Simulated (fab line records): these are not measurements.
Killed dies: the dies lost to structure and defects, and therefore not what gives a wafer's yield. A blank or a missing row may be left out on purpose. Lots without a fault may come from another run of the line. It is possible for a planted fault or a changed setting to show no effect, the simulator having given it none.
A struck lot beside a sound one | flow nand-harc | 14 steps out of a route of 1302
Sound: these wafers, L254.1, L254.3, L254.4. Wafers struck: L253.3, L253.4, L253.6. The cause is named last.
At each step with rows: each side's tool, then ch and its chambers, then its first start. Under that, the readings that differ: sound wafers | struck wafers | difference of the means | sigmas: that difference in standard deviations of wafers without a fault.
alike: readings whose means differ by less than 2 such deviations, and words and numbers that are the same on both sides. not compared: withheld readings, readings that some wafer has no value for, bounds like >300 that may hide the same value, and numbers for which the record gives no deviation and whose values overlap.
The two part at a step that has a row with sigmas, a row that says differs or no value, or rows on one side only. Non-overlapping numbers with no deviation appear without sigmas and do not part them. Lack of a reading on every wafer of one side parts them only where that side has two or more wafers.

NHARC_A_CHANNEL_FILL_D1_ETCHBACK_20: etches the open film in C4F8/O2/Ar, target depth 27 nm, time 13.5 s.
  sound on rie-diel-07 ch 0,1,3, day 17 05:42; struck on rie-diel-07 ch 0,1, day 16 13:31
  alike: oes-product-au, rf-vpp-V
  not compared: rf-hours-counter-h
NHARC_A_CHANNEL_FILL_D1_STRIP_28: strips in O2, time 20 s.
  sound on rie-diel-07 ch 1,2,3, day 17 05:47; struck on rie-diel-07 ch 0,1,2, day 16 13:36
  alike: drypump-motor-current-A, oes-product-au, rf-vpp-V, showerhead-plenum-p-Torr, throttle-valve-pct
  not compared: rf-hours-counter-h
then, 4 steps without rows for these wafers: NHARC_A_CHANNEL_FILL_D1_PRECLEAN_21 (cleans in dHF, time 30 s); NHARC_A_CHANNEL_FILL_D1_SRD_23; NHARC_A_CHANNEL_FILL_D1_CVD_05 (deposits poly-Si, target thk 5 nm); NHARC_A_CHANNEL_FILL_D1_ANNEAL_22 (time 7200 s).
NHARC_A_CHANNEL_FILL_D1_ALD_25: deposits SiOx, target thk 60 nm, pulse time 10 s, ald cycles 600.
  sound on ald-hk-04 ch 0,1,3, day 17 17:30; struck on ald-hk-02 ch 0,2, day 17 01:58
  alike: heater-power-w, precursor-pulse-height-rel
NHARC_A_CHANNEL_FILL_D1_ETCHBACK_08: etches the open film in C4F8, target depth 220 nm, time 110 s.
  sound on rie-diel-07 ch 1,3; struck on rie-diel-09 ch 1,3
  reading      | sound             | struck            | difference | sigmas
  rf-vpp-V (V) | 438.3 438.1 437.4 | 443.8 444.2 443.3 | +5.8       | +3
  alike: oes-product-au
  not compared: rf-hours-counter-h
NHARC_A_CHANNEL_FILL_D1_STRIP_29: strips in O2, time 20 s.
  sound on rie-diel-07 ch 1,2,3, day 17 23:13; struck on rie-diel-09 ch 0,2
  reading                         | sound          | struck         | difference | sigmas
  drypump-motor-current-A (A)     | 5.1 5.1 5.1    | 6.1 6.2 6.1    | +1.0       | +2
  showerhead-plenum-p-Torr (Torr) | 3.36 3.32 3.29 | 3.63 3.45 3.63 | +0.25      | +2
  alike: oes-product-au, rf-vpp-V, throttle-valve-pct
  not compared: rf-hours-counter-h
then, 2 steps without rows for these wafers: NHARC_A_CHANNEL_FILL_D1_PRECLEAN_30 (cleans in dHF, time 30 s); NHARC_A_CHANNEL_FILL_D1_SRD_31.
NHARC_A_CHANNEL_FILL_D1_CVD_09: deposits poly-Si, target thk 150 nm, time 3000 s.
  struck on lpcvd-poly-04, day 17 10:02; sound on lpcvd-poly-04 ch 0, day 18 03:50
  no value came back on the struck wafers for pressure-mtorr (mTorr), run-length-s (s), zone-power-bottom-pct (%); on the sound wafers pressure-mtorr (mTorr) reads 199.7 199.4 199.8
NHARC_A_CHANNEL_FILL_D1_CMP_10: polishes, target thk 150 nm.
  sound on cmp-01 ch 0,1,2, day 18 06:59; struck on cmp-01 ch 0,2,3, day 17 13:17
  reading                | sound    | struck | difference | sigmas
  time-to-endpoint-s (s) | 16 15 15 | 6 6 9  | -8         | -3
  alike: motor-current-A
-- jump in the record: it breaks off in module A_CHANNEL_FILL_D1 and resumes in module END (first step shown: number 1302 of the route), and 13 days separate the struck wafers' starts before and after --
NHARC_END_SORT_01:
  sound on prober-01 ch 0, day 31 17:16; struck on prober-01 ch 0, day 30 23:38
  reading         | sound      | struck      | difference | sigmas
  killed-at-array | 91 119 105 | 670 665 670 | +563       | +28
  killed-at-other | 0 0 0      | 4 3 3       | +3         | +3
  killed-dies     | 93 123 106 | 677 677 677 | +570       | +27
  alike: killed-at-periphery, killed-open, killed-short

## WHERE THEY PART
First at NHARC_A_CHANNEL_FILL_D1_ETCHBACK_08; last, within this record, at NHARC_END_SORT_01.

WHY: whatever the simulator had introduced
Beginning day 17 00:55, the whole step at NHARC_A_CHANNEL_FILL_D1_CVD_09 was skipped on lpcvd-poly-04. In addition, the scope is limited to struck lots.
